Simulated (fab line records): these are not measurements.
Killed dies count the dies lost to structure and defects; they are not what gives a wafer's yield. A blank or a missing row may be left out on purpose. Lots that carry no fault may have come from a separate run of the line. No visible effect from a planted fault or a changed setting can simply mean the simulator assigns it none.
Split-lot trial | flow n5_finfet | 7 lots, 21 wafers read, on a route of 1938 steps

## ON THE SPLIT
At N5_MOL_CONTACT_COAG_EXPOSE_81 (exposes mask VG, defocus 0 nm), the setting dose_mj was moved away from the recipe's 59.5 on 7 of the 21 wafers read, by -7.4% to +5.1%. This setting was run at the recipe's value on the other wafers.

## FROM THE SPLIT TO THE READING: what the file shows between them, 2 steps
- N5_MOL_CONTACT_COAG_PEB_82: peb time 60 s
- N5_MOL_CONTACT_COAG_DEVELOP_83: develop time 30 s

## THE READING
cd_nm, in nm, at N5_MOL_CONTACT_COAG_CD_MEAS_84 (target cd 25.1 nm). Fault-free wafers of this fab line usually give 25.13 nm, standard deviation 0.25 nm.

wafer  | tool, chamber at the split | dose_mj as run | against the recipe | cd_nm, nm | against lot-mates on the recipe
L075.1 | euv_scanner-02, 0          | 59.5           | recipe             | 24.98     | -
L075.3 | euv_scanner-02, 0          | 59.5           | recipe             | 25.32     | -
L075.5 | euv_scanner-02, 0          | 62.07          | +4.3%              | 25.92     | +0.77
L081.4 | euv_scanner-01, 0          | 59.5           | recipe             | 25.40     | -
L081.5 | euv_scanner-01, 0          | 59.5           | recipe             | 25.15     | -
L081.6 | euv_scanner-01, 0          | 59.5           | recipe             | 25.10     | -
L082.1 | euv_scanner-02, 0          | 61.65          | +3.6%              | 26.10     | +1.12
L082.4 | euv_scanner-02, 0          | 59.5           | recipe             | 25.05     | -
L082.5 | euv_scanner-02, 0          | 59.5           | recipe             | 24.92     | -
L085.2 | euv_scanner-02, 0          | 61.65          | +3.6%              | 25.89     | +1.02
L085.4 | euv_scanner-02, 0          | 59.5           | recipe             | 25.03     | -
L085.6 | euv_scanner-02, 0          | 59.5           | recipe             | 24.71     | -
L086.4 | euv_scanner-02, 0          | 62.56          | +5.1%              | 26.36     | +1.05
L086.5 | euv_scanner-02, 0          | 59.5           | recipe             | 25.31     | -
L086.6 | euv_scanner-02, 0          | 62.56          | +5.1%              | 26.18     | +0.87
L089.4 | euv_scanner-01, 0          | 57.53          | -3.3%              | 24.71     | -0.48
L089.5 | euv_scanner-01, 0          | 59.5           | recipe             | 25.17     | -
L089.6 | euv_scanner-01, 0          | 59.5           | recipe             | 25.21     | -
L097.1 | euv_scanner-01, 0          | 59.5           | recipe             | 24.85     | -
L097.2 | euv_scanner-01, 0          | 55.12          | -7.4%              | 23.77     | -1.23
L097.3 | euv_scanner-01, 0          | 59.5           | recipe             | 25.15     | -

FIT RESULTS
A straight line over all 21 wafers: cd_nm changes by +0.2 nm for each +1% of dose_mj; r = +0.95; the points scatter about the line by 0.19 nm.
The same after taking each lot's own level away (the mean of its wafers on the recipe; 21 wafers): +0.191 nm for each +1%; r = +0.96; scatter 0.17 nm.
That fit puts the effect of the largest move of dose_mj on the reading at 1.4 nm.
From 24.870 to 25.310 nm: that is the span of the lots' own levels, equal to 1.8 times the standard deviation above.
Hence the lot-to-lot level has little effect on the slope; both slopes agree.
Check: -1.46 nm against its lot-mates is what the line predicts for one of the wafers moved furthest among these (-7.4%) when that wafer is left out of the fit. It came out at -1.23 nm against them.

## THE FILE'S OWN FIT
cd_nm changes by +0.195 nm for each +1% of dose_mj, r = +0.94.
